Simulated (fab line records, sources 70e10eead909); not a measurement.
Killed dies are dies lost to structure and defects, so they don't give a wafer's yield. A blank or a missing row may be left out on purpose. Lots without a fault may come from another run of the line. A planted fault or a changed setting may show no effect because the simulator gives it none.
Chamber matching | flow nand_harc | NHARC_A_BLC_ETCH_17 on rie_diel-07: 4 sister chambers
The step etches the open film in N2/H2, target depth 390 nm, time 609.38 s. 14 wafers are shown with their chamber, then 6 later ones without.

WAFERS WITH THEIR CHAMBER
wafer  | chamber | run_length_s (s) | rf_vpp_V (V) | oes_product_au (a.u.)
L671.1 | 0       | 630.7            | 431.0        | 0.996
L671.2 | 2       | 630.5            | 428.7        | 1.015
L671.3 | 1       | 629.8            | 428.0        | 0.992
L673.1 | 2       | 630.6            | 428.7        | 0.998
L673.2 | 1       | 630.0            | 426.9        | 0.995
L673.6 | 1       | 629.7            | 426.2        | 1.002
L675.2 | 0       | 630.6            | 432.4        | 1.004
L675.3 | 3       | 629.8            | 431.7        | 1.009
L675.6 | 1       | 629.7            | 427.6        | 1.006
L677.3 | 2       | 630.6            | 430.1        | 0.974
L677.4 | 3       | 630.1            | 429.9        | 1.018
L677.6 | 2       | 630.9            | 428.7        | 0.983
L676.2 | 1       | 629.9            | 427.0        | 1.009
L676.3 | 0       | 630.4            | 433.2        | 1.014

SIGNATURES (means of the wafers above)
reading        | chamber 0 | chamber 1 | chamber 2 | chamber 3 | scatter within a chamber
run_length_s   | 630.567   | 629.820   | 630.650   | 629.950   | 0.158
rf_vpp_V       | 432.200   | 427.140   | 429.050   | 430.800   | 0.865
oes_product_au | 1.00467   | 1.00080   | 0.99250   | 1.01350   | 0.0117
Rule: a wafer's distance from a chamber is the root of the sum, over the readings, of the square of ((its reading less the chamber's mean) divided by the reading's scatter). The wafer belongs to the nearest chamber; if the next one is less than 2 further off, it can't be placed. The scatter: the root of (the sum of the squares of (reading less its chamber's mean) over the shown wafers, divided by (wafers less chambers)).

WAFERS WITHOUT THEIR CHAMBER
wafer  | run_length_s (s) | rf_vpp_V (V) | oes_product_au (a.u.)
L676.4 | 630.4            | 429.9        | 0.992
L678.1 | 630.1            | 427.0        | 1.001
L678.2 | 630.2            | 432.4        | 1.024
L678.5 | 630.6            | 428.9        | 0.979
L688.3 | 630.4            | 429.8        | 0.973
L692.3 | 630.7            | 434.6        | 0.989

WHICH CHAMBER EACH WENT THROUGH
wafer  | from the rows above          | in truth
L676.4 | can't be placed: 2 or 0 or 3 | 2
L678.1 | 1                            | 1
L678.2 | can't be placed: 3 or 0      | 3
L678.5 | 2                            | 2
L688.3 | can't be placed: 2 or 0      | 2
L692.3 | 0                            | 0
Placed correctly: 3 of 6. Can't be placed from these rows: 3 (the true chamber is among the candidates in 3). Placed wrongly: 0.
